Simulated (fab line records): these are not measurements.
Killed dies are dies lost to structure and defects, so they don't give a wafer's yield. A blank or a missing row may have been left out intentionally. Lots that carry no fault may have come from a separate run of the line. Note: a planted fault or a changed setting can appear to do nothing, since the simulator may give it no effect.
Chamber matching || flow n5Finfet || thermalCvdSi-01 running N5_HKMG_FIN_CVD_62: 3 sister chambers
The step deposits a-Si from Si2H6, target thk 3 nm, time 20.8 s. 6 wafers are shown with their chamber, then 7 later ones without.

== WAFERS, EACH WITH ITS CHAMBER ==
{"wafer": "L290.3", "chamber": 2, "heaterPowerW (W)": 1110}
{"wafer": "L292.4", "chamber": 1, "heaterPowerW (W)": 1394}
{"wafer": "L294.1", "chamber": 1, "heaterPowerW (W)": 1355}
{"wafer": "L294.6", "chamber": 2, "heaterPowerW (W)": 1143}
{"wafer": "L296.2", "chamber": 0, "heaterPowerW (W)": 1337}
{"wafer": "L296.4", "chamber": 0, "heaterPowerW (W)": 1318}

== WAFERS WITH NO CHAMBER GIVEN ==
{"wafer": "L296.5", "heaterPowerW (W)": 1349}
{"wafer": "L304.2", "heaterPowerW (W)": 1383}
{"wafer": "L304.4", "heaterPowerW (W)": 1375}
{"wafer": "L304.5", "heaterPowerW (W)": 1123}
{"wafer": "L306.2", "heaterPowerW (W)": 1094}
{"wafer": "L306.4", "heaterPowerW (W)": 1397}
{"wafer": "L306.6", "heaterPowerW (W)": 1364}

== CHAMBER TAKEN BY EACH ==
{"wafer": "L296.5", "from the rows above": "can't be placed: 0 or 1", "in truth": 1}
{"wafer": "L304.2", "from the rows above": 1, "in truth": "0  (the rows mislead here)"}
{"wafer": "L304.4", "from the rows above": 1, "in truth": 1}
{"wafer": "L304.5", "from the rows above": 2, "in truth": 2}
{"wafer": "L306.2", "from the rows above": 2, "in truth": 2}
{"wafer": "L306.4", "from the rows above": 1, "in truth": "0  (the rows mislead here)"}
{"wafer": "L306.6", "from the rows above": "can't be placed: 1 or 0", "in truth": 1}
Correctly placed: 3 of 7. Can't be placed from these rows: 2 (the true chamber is among the candidates in 2). Wrongly placed: 2.
How it was worked out, from the rows above alone: a wafer's distance from a chamber is the root of the sum, over the readings, of the square of ((its reading less the chamber's mean) divided by the reading's scatter). The wafer belongs to the nearest chamber; if the next one is less than 2 further off, it can't be placed. A chamber's mean is the mean of its shown wafers. How the scatter is found: for the shown wafers, subtract from each reading the mean of its chamber, square and add these, divide the total by (wafers less chambers), then take the root.
